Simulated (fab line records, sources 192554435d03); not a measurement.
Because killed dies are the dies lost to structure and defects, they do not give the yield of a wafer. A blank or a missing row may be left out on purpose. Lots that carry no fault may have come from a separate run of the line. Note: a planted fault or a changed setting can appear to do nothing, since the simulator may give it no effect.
fab line records	flow n5Finfet
record lots=12	wafers=33	lastDay=18
route steps=1938 shown BEOL_M6@1252 BEOL_M7@1263 PASSIVATION@1936
lots untouched by any fault: they come from a run of this same line in which no faults occurred
startH: hours from the record's first day to the start of the lot's first wafer shown	waitH: how many hours have passed since the lot's step before this one	" the same as in the row above	L1.1+2: one row covering several wafers at once	- no value, or no start was given	* or withheld: withheld	< > ~ a bound
route shown NAME@n: a module of which the file shows steps, and the number in the route of the first	usual: the fault-free wafers' mean and standard deviation	same: alike in all rows	chamber/n: place in a boat	sites: each site's reading	_std_site: the values' standard deviation	_edge_site: inner sites' mean taken away from outer sites' mean	radiusMm: for every site, how far away it sits from the centre of the wafer	mask NAME#n: copy n	behind: tool/chamber where the wafer was last shaped	hold: cause of the lot's hold/its duration in hours/its outcome	device: the n, p or np transistor that did not switch	end of line: the route-end tests of the same wafers	a step without rows: its recipe alone	killed: at the first sort, the dies lost to defects and structure; wafer yield is something else	map: dies across one wafer; x = killed, . = not, _ = none there
set.NAME: the setting that was run; set.NAME@STEP: the one run at that earlier step	model.NAME: the simulator's own value behind a step, which no gauge read
one table for each step of the route and one row for each wafer, over a sample of lots
services: from which hour (startH, from the record's first day; less than 0 if before it) a tool's chamber was out of use, for how many hours, and why
## steps
# step N5_BEOL_M6_SURFACE_TREAT_79
# recipe gas=Ar	timeS=*	ionEnergyEv=*	ionCurrentMaCm2=0.5	pressureMtorr=*	arFlowSccm=30
# usual throttleValvePct=*
lot.wafer	tool	chamber	startH	waitH	throttleValvePct
L826.1	pvdSputter-01	-	183.23	1.7	*
L826.5	"	-	"	"	*
L826.6	"	-	"	"	*
L827.3	pvdSputter-03	-	189.19	0.2	*
L827.4	"	-	"	"	*
L827.6	"	-	"	"	*
L830.1	pvdSputter-03	-	208.47	0.2	*
L830.5	"	-	"	"	*
L829.1	pvdSputter-02	-	208.70	0.2	*
L829.5	"	-	"	"	*
L832.5	pvdSputter-02	-	231.78	0.1	*
L832.6	"	-	"	"	*
L843.2	pvdSputter-02	-	305.81	1.1	*
L843.5	"	-	"	"	*
L843.6	"	-	"	"	*
L844.1	pvdSputter-03	-	306.43	0.2	*
L844.2	"	-	"	"	*
L844.5	"	-	"	"	*
L845.3	pvdSputter-02	-	311.64	0.5	*
L845.4	"	-	"	"	*
L845.6	"	-	"	"	*
L846.3	pvdSputter-01	-	330.68	0.2	*
L846.4	"	-	"	"	*
L846.5	"	-	"	"	*
L847.1	pvdSputter-01	-	331.64	0.2	*
L847.4	"	-	"	"	*
L847.6	"	-	"	"	*
L848.2	pvdSputter-02	-	334.29	0.9	*
L848.3	"	-	"	"	*
L848.4	"	-	"	"	*
L849.1	pvdSputter-03	-	341.60	0.2	*
L849.3	"	-	"	"	*
L849.6	"	-	"	"	*
# step N5_BEOL_M6_ECD_50
# recipe material=Cu	targetThkA=3000
lot.wafer	tool	chamber	startH	waitH
L826.1+5+6	ecdCu-01	0,1,0	183.57	0.1
L827.3+4+6	ecdCu-01	0,1,0	189.84	0.1
L830.1+5	ecdCu-01	0,1	209.01	0.1
L829.1+5	ecdCu-01	0	209.17	0.1
L832.5+6	ecdCu-01	1,0	232.25	0.1
L843.2+5+6	ecdCu-02	0,0,1	306.28	0.1
L844.1+2+5	ecdCu-01	0,1,0	306.76	0.1
L845.3+4+6	ecdCu-02	0,1,1	313.31	0.1
L846.3+4+5	ecdCu-01	0,1,0	331.30	0.1
L847.1+4+6	ecdCu-01	1,0,1	332.18	0.1
L848.2+3+4	ecdCu-01	0,0,1	334.91	0.1
L849.1+3+6	ecdCu-02	1,0,1	342.53	0.1
# step N5_BEOL_M6_CMP_52
# recipe stopOn=SiCOH_lowk	tOverpolishS=6.9	downForcePsi=1	platenRpm=50	clearingPlatenDownForcePsi=1.5	clearingPlatenRpm=50	postCmpClean=cuAlkaline	targetThkNm=80	clearingPlatenPadVelocityMS=0.99484	padVelocityMS=0.99484
# usual motorCurrentA=5.9/0.58	retainingRingPressureFrac=1.000/0.0051	slurryFlowMlMin=150.0/0.53	timeToEndpointS=62/3.9
lot.wafer	tool	chamber	startH	waitH	motorCurrentA	retainingRingPressureFrac	slurryFlowMlMin	timeToEndpointS
L826.1	cmp-01	2	184.33	0.4	5.5	0.996	150.0	55
L826.5	"	3	"	"	6.0	0.993	149.3	60
L826.6	"	0	"	"	6.1	0.994	150.5	57
L827.3	cmp-04	0	190.32	0.2	6.0	1.004	149.2	58
L827.4	"	3	"	"	5.6	0.998	150.5	62
L827.6	"	0	"	"	5.7	1.000	149.4	57
L830.1	cmp-04	1	209.67	0.3	7.0	0.999	149.5	64
L830.5	"	1	"	"	7.2	0.997	149.8	92
L829.1	cmp-01	3	209.91	0.3	6.5	1.003	150.3	63
L829.5	"	0	"	"	6.2	0.999	149.7	83
L832.6	cmp-01	3	232.94	0.2	6.0	0.990	150.2	62
L832.5	"	0	"	"	6.0	1.010	151.3	82
L843.2	cmp-04	1	306.73	0.3	6.8	1.005	149.3	68
L843.6	"	0	"	"	6.0	0.997	149.3	61
L843.5	"	1	"	"	7.1	0.999	149.9	69
L844.2	cmp-01	1	307.39	0.2	5.1	0.997	150.2	68
L844.1	"	2	"	"	5.4	1.001	150.8	60
L844.5	"	1	"	"	5.1	0.998	149.6	67
L845.4	cmp-01	0	314.26	0.2	5.9	1.000	149.2	63
L845.3	"	1	"	"	5.4	1.001	149.8	70
L845.6	"	3	"	"	6.3	0.994	149.4	65
L846.3	cmp-02	1	331.68	0.2	6.1	0.999	149.5	54
L846.4	"	0	"	"	5.3	0.996	149.8	61
L846.5	"	1	"	"	6.4	1.002	150.2	60
L847.1	cmp-01	1	332.57	0.3	5.6	1.001	149.8	68
L847.4	"	3	"	"	6.5	0.998	150.1	64
L847.6	"	2	"	"	5.5	0.996	150.3	56
L848.4	cmp-01	2	335.71	0.1	5.3	0.998	149.4	61
L848.2	"	0	"	"	6.4	0.995	149.7	63
L848.3	"	1	"	"	5.2	1.009	150.4	66
L849.3	cmp-01	1	342.96	0.2	5.0	0.997	150.0	67
L849.1	"	2	"	"	5.2	1.009	151.0	60
L849.6	"	1	"	"	5.2	0.996	149.6	67
# step N5_BEOL_M7_ILD_DEP_00
# recipe material=SiCOH_lowk	targetThkA=1797.5	tempC=300	precursor=DEMS/porogen	pressureTorr=5	rfW=500	timeS=33.4
# usual heaterPowerW=304/52	showerheadPlenumPTorr=5.738/0.014	throttleValvePct=13.9/0.86
lot.wafer	tool	chamber	startH	waitH	heaterPowerW	showerheadPlenumPTorr	throttleValvePct
L826.1	pecvd-01	0	184.71	0.0	261	5.717	13.1
L826.5	"	1	"	"	245	5.747	14.8
L826.6	"	0	"	"	263	5.710	13.3
L827.3	pecvd-02	2	190.82	0.0	293	5.746	13.0
L827.4	"	0	"	"	355	5.729	14.7
L827.6	"	1	"	"	319	5.711	14.7
L830.1	pecvd-01	1	210.15	0.0	251	5.766	14.9
L830.5	"	2	"	"	270	5.751	12.0
L829.1	pecvd-01	0	210.43	0.0	318	5.733	13.2
L829.5	"	0	"	"	329	5.729	13.0
L832.5	pecvd-02	1	233.32	0.1	316	5.733	14.7
L832.6	"	2	"	"	289	5.730	13.3
L843.2	pecvd-01	0	307.21	0.0	291	5.723	13.2
L843.5	"	1	"	"	271	5.743	14.9
L843.6	"	0	"	"	294	5.734	13.1
L844.1	pecvd-01	0	307.91	0.0	314	5.712	13.2
L844.2	"	1	"	"	255	5.756	14.9
L844.5	"	2	"	"	319	5.729	12.6
L845.3	pecvd-02	0	314.93	0.0	340	5.734	14.8
L845.4	"	0	"	"	347	5.763	14.8
L845.6	"	2	"	"	259	5.751	13.2
L846.3	pecvd-02	1	332.17	0.0	293	5.729	14.7
L846.4	"	2	"	"	239	5.752	13.4
L846.5	"	1	"	"	302	5.728	14.7
L847.1	pecvd-01	1	333.06	0.0	262	5.751	14.7
L847.4	"	1	"	"	266	5.749	15.0
L847.6	"	2	"	"	267	5.740	12.8
L848.2	pecvd-01	2	336.20	0.0	265	5.744	12.5
L848.3	"	1	"	"	242	5.768	14.7
L848.4	"	0	"	"	310	5.734	12.9
L849.1	pecvd-02	1	343.41	0.0	323	5.720	14.7
L849.3	"	2	"	"	257	5.754	13.1
L849.6	"	1	"	"	334	5.708	14.8
# step N5_BEOL_M7_THK_MEAS_01
# recipe reads=SiCOH_lowk_of_BEOL_M7_ILD_DEP_00
# usual M7_ILD_THK=154.8/2.6
lot.wafer	tool	chamber	startH	waitH	M7_ILD_THK[nm]
L826.1	filmMetro-01	-	185.77	0.8	155.3
L826.5	"	-	"	"	157.9
L826.6	"	-	"	"	157.0
L827.3	filmMetro-01	-	191.66	0.3	152.1
L827.4	"	-	"	"	151.2
L827.6	"	-	"	"	157.2
L830.1	filmMetro-01	-	210.73	0.4	156.6
L830.5	"	-	"	"	155.1
L829.1	filmMetro-01	-	211.21	0.4	153.9
L829.5	"	-	"	"	156.2
L832.5	filmMetro-01	-	233.88	0.1	157.0
L832.6	"	-	"	"	155.8
L843.2	filmMetro-01	-	308.27	0.7	154.6
L843.5	"	-	"	"	157.3
L843.6	"	-	"	"	158.7
L844.1	filmMetro-02	-	308.49	0.4	155.0
L844.2	"	-	"	"	155.8
L844.5	"	-	"	"	155.8
L845.3	filmMetro-02	-	315.51	0.3	149.4
L845.4	"	-	"	"	154.0
L845.6	"	-	"	"	152.7
L846.3	filmMetro-02	-	332.92	0.3	152.9
L846.4	"	-	"	"	152.7
L846.5	"	-	"	"	153.6
L847.1	filmMetro-02	-	333.64	0.4	157.2
L847.4	"	-	"	"	159.2
L847.6	"	-	"	"	154.9
L848.2	filmMetro-01	-	336.78	0.4	153.6
L848.3	"	-	"	"	154.4
L848.4	"	-	"	"	157.2
L849.1	filmMetro-02	-	344.02	0.4	153.3
L849.3	"	-	"	"	151.0
L849.6	"	-	"	"	155.6
# step N5_PASSIVATION_PROBE_49
# usual defectLimitedYield=91.0/1.4	killed_at_M0_to_M3=35/10	killed_at_M4_up=14/5.5	killedAtContacts=13/5.6	killedAtFrontEnd=41/11	killedAtOther=4/3.4	killedDies=106/16	killedOpen=68/12	killedShort=35/7.3	sort_bin_4_leakage=0.3/2.1	sort_bin_5_function=5.3/0.89	sort_bin_6_memory=3.4/0.67	sortNPass=1070/28	sortYieldPct=90.7/2.4
# same grossDies=1180	killedAtBackSide=0	sort_bin_8_speed[%]=0
lot.wafer	tool	chamber	startH	waitH	defectLimitedYield[%]	killed_at_M0_to_M3	killed_at_M4_up	killedAtContacts	killedAtFrontEnd	killedAtOther	killedDies	killedOpen	killedShort	sort_bin_4_leakage[%]	sort_bin_5_function[%]	sort_bin_6_memory[%]	sortNPass	sortYieldPct[%]
L845.4	prober-02	-	403.17	0.2	90.7	42	10	9	44	5	110	67	42	0	5.3	3.7	1070	90.7
L847.1	prober-01	-	415.46	0.0	90.8	30	18	15	36	10	109	71	33	0	5.3	3.7	1071	90.8
L847.4	prober-01	-	415.61	0.2	89.4	35	23	18	48	1	125	82	40	0	6.4	3.5	1055	89.4
L847.6	prober-01	-	415.71	0.3	90.5	23	11	16	46	16	112	67	40	0	6.0	3.1	1068	90.5
L849.1	prober-02	-	419.53	0.0	92.7	28	13	13	31	1	86	54	30	0	4.1	3.1	1094	92.7
L849.3	prober-02	-	419.63	0.1	90.0	32	16	28	37	5	118	73	42	0	5.8	3.7	1062	90.0
L849.6	prober-02	-	419.78	0.3	91.9	28	21	8	34	4	95	67	27	0	4.7	2.9	1085	91.9
# killed by level:class
L845.4 FIN_SAQP:geometricParticle:short=14 BEOL_M0_SAQP:geometricParticle:open=11 BEOL_M2:geometricParticle:open=11 STI_FIN_REVEAL:geometricParticle:open=10 BEOL_M0_SAQP:geometricParticle:short=10 MOL_CONTACT_COAG:geometricParticle:open=8 BEOL_M4:geometricParticle:open=5 STARTING-WAFER:geometricParticle:open=4
L847.1 STI_FIN_REVEAL:geometricParticle:open=12 MOL_CONTACT_COAG:geometricParticle:open=12 BEOL_M0_SAQP:geometricParticle:short=8 FIN_SAQP:geometricParticle:open=7 PAD_METAL:geometricParticle:open=6 BEOL_M0_SAQP:geometricParticle:open=6 GATE_CUT:geometricParticle:open=5 BEOL_M4:geometricParticle:open=5
L847.4 BEOL_M4:geometricParticle:open=15 FIN_SAQP:geometricParticle:open=14 MOL_CONTACT_COAG:geometricParticle:open=14 FIN_SAQP:geometricParticle:short=10 BEOL_M0_SAQP:geometricParticle:open=7 BEOL_M0_SAQP:geometricParticle:short=6 BEOL_M1:geometricParticle:open=6 BEOL_M1:geometricParticle:short=5
L847.6 MOL_CONTACT_COAG:geometricParticle:open=14 GATE_CUT:geometricParticle:short=11 FIN_SAQP:geometricParticle:open=7 FIN_SAQP:geometricParticle:short=7 GATE_CUT:geometricParticle:open=7 PAD_METAL:geometricParticle:open=6 BEOL_M0_SAQP:geometricParticle:open=5 BEOL_M0_SAQP:geometricParticle:short=5
L849.1 BEOL_M1:geometricParticle:open=11 DUMMY_GATE:geometricParticle:open=8 FIN_SAQP:geometricParticle:short=7 MOL_CONTACT_COAG:geometricParticle:open=7 STI_FIN_REVEAL:geometricParticle:open=5 MOL_CONTACT_COAG:geometricParticle:short=5 BEOL_M0_SAQP:geometricParticle:open=5 BEOL_M1:geometricParticle:short=4
L849.3 MOL_CONTACT_COAG:geometricParticle:open=22 BEOL_M0_SAQP:geometricParticle:short=11 FIN_SAQP:geometricParticle:short=9 BEOL_M4:geometricParticle:open=8 DUMMY_GATE:geometricParticle:open=7 BEOL_M0_SAQP:geometricParticle:open=7 FIN_SAQP:geometricParticle:open=6 MOL_CONTACT_COAG:geometricParticle:short=5
L849.6 BEOL_M4:geometricParticle:open=9 DUMMY_GATE:geometricParticle:open=8 STI_FIN_REVEAL:geometricParticle:open=7 MOL_CONTACT_COAG:geometricParticle:open=6 BEOL_M0_SAQP:geometricParticle:short=5 BEOL_M1:geometricParticle:open=5 BEOL_M2:geometricParticle:open=5 BEOL_M3:geometricParticle:open=5
## services
tool	chamber	startH	hours	kind
pecvd-02	2	167.45	5.0	scheduledDown
pecvd-01	0	168.30	5.9	repair
pecvd-02	0	182.67	2.3	repair
pecvd-02	-	184.08	0.6	repair
cmp-01	-	200.65	0.3	repair
cmp-01	-	203.69	1.4	repair
cmp-04	-	214.51	0.7	repair
cmp-02	-	225.93	1.8	repair
cmp-02	-	229.14	4.0	pm
pecvd-02	0	231.33	2.1	scheduledDown
cmp-02	-	233.14	-	consumableReplace:conditioner
pecvd-01	0	239.22	2.1	scheduledDown
pecvd-01	1	260.84	2.1	scheduledDown
cmp-02	-	275.01	1.8	repair
cmp-04	-	280.88	4.0	pm
cmp-04	-	284.88	-	consumableReplace:conditioner
cmp-04	-	284.88	-	consumableReplace:pad
cmp-01	-	291.28	3.5	repair
cmp-02	-	294.31	4.3	repair
cmp-04	-	307.64	0.8	repair
pvdSputter-03	-	316.53	4.6	repair
cmp-04	-	317.39	1.4	repair
pecvd-01	1	319.44	7.1	repair
ecdCu-01	-	343.24	1.4	repair
## key
firstSign step=N5_BEOL_M6_CMP_52	reading=timeToEndpointS	direction=up	sigmas=6.1	usual=*	struck=*
effect none on later readings
metAt N5_BEOL_M6_ECD_50
struckLots L829,L830,L832
struckWafers L829.5,L830.5,L832.5
notActingAt N5_BEOL_M6_SURFACE_TREAT_79,N5_BEOL_M7_ILD_DEP_00,N5_BEOL_M7_THK_MEAS_01
onsetBetween 189.84 209.01
fault kind=processParameterDrift	tool=ecdCu-01	chamber=-	onsetH=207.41	steps=N5_BEOL_M6_ECD_50	channel=targetThkA	offset=*	shape=step	endH=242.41	scope=struckWafersOnly	actsIn=*	stated=*
